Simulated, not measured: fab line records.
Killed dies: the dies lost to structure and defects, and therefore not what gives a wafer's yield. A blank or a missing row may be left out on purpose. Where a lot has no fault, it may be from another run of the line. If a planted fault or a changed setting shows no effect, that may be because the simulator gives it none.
Chamber matching	flow n5Finfet	N5_BEOL_M0_SAQP_MANDREL_ETCH_20 on rieSi-03: 4 sister chambers
The step etches a-Si in HBr/Cl2, stops on SiNx, target depth 60 nm, bt time 10 s, time 30 s. 4 wafers are shown with their chamber, then 9 later ones without.

## WAFERS, EACH WITH ITS CHAMBER
wafer	chamber	drypumpMotorCurrentA (A)
L082.4	0	5.88
L091.1	1	5.86
L091.3	2	6.28
L091.6	3	5.72

## WAFERS WHOSE CHAMBER IS MISSING
wafer	drypumpMotorCurrentA (A)
L092.2	6.26
L092.5	5.88
L092.6	6.27
L094.1	6.26
L094.2	5.73
L094.3	5.89
L097.1	6.26
L097.3	5.86
L097.6	5.85

## EACH ONE'S CHAMBER
wafer	from the rows above	in truth
L092.2	2	2
L092.5	can't be placed: 0 or 1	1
L092.6	2	2
L094.1	2	2
L094.2	3	3
L094.3	can't be placed: 0 or 1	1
L097.1	2	2
L097.3	can't be placed: 1 or 0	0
L097.6	can't be placed: 1 or 0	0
Placed correctly: 5 of 9. Not placeable from these rows: 4 (in 4, the candidates include the true chamber). Placed wrongly: 0.
How it was worked out, from the rows above alone: a wafer's distance from a chamber is the root of the sum, over the readings, of the square of ((its reading less the chamber's mean) divided by the reading's scatter). The wafer belongs to the nearest chamber; if the next one is less than 2 further off, it can't be placed. Each chamber's mean is taken over the wafers shown for it. The scatter (one wafer shown for each chamber): square how far every hidden wafer sits from the nearest shown wafer, average those squares and take the square root.
